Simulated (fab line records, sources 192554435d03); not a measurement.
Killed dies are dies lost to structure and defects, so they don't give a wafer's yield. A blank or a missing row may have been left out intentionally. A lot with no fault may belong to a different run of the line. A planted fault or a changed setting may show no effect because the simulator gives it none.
Chamber matching -- flow n5_finfet -- cvd_co-02 running N5_BEOL_M1_CVD_47: 3 sister chambers
The step deposits Co from CCTBA/H2, target thk 3 nm, time 223.8 s. 14 wafers are shown with their chamber, then 7 later ones without.

== EACH WAFER AND ITS CHAMBER ==
wafer,chamber,run_length_s (s)
L106.2,0,246.2
L106.5,2,246.8
L106.6,1,246.3
L112.3,2,247.3
L112.5,0,246.1
L112.6,1,246.3
L115.1,1,246.5
L115.4,0,246.6
L115.6,1,246.4
L121.2,2,247.0
L121.4,2,247.4
L121.5,1,246.6
L125.1,1,246.6
L125.3,2,247.9

SIGNATURES (averages over the wafers above)
reading,chamber 0,chamber 1,chamber 2,scatter within a chamber
run_length_s,246.300,246.450,247.280,0.293
Rule: a wafer's distance from a chamber is the root of the sum, over the readings, of the square of ((its reading less the chamber's mean) divided by the reading's scatter). If the next closest chamber is less than 2 further off than the closest, the wafer can't be placed; otherwise it belongs to the closest. The scatter is the square root of a quotient: the sum, over the shown wafers, of each reading's squared deviation from its chamber's mean, divided by wafers minus chambers.

== WAFERS WITH NO CHAMBER GIVEN ==
wafer,run_length_s (s)
L125.5,247.0
L128.1,246.4
L128.2,246.4
L128.3,247.0
L129.4,246.5
L129.5,246.6
L129.6,246.9

== EACH ONE'S CHAMBER ==
wafer,from the rows above,in truth
L125.5,can't be placed: 2 or 1 or 0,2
L128.1,can't be placed: 1 or 0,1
L128.2,can't be placed: 1 or 0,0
L128.3,can't be placed: 2 or 1 or 0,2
L129.4,can't be placed: 1 or 0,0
L129.5,can't be placed: 1 or 0 or 2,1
L129.6,can't be placed: 2 or 1 or 0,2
Correct placement for 0 of the 7. Can't be placed from these rows: 7 (the true chamber is among the candidates in 7). Wrongly placed: 0.
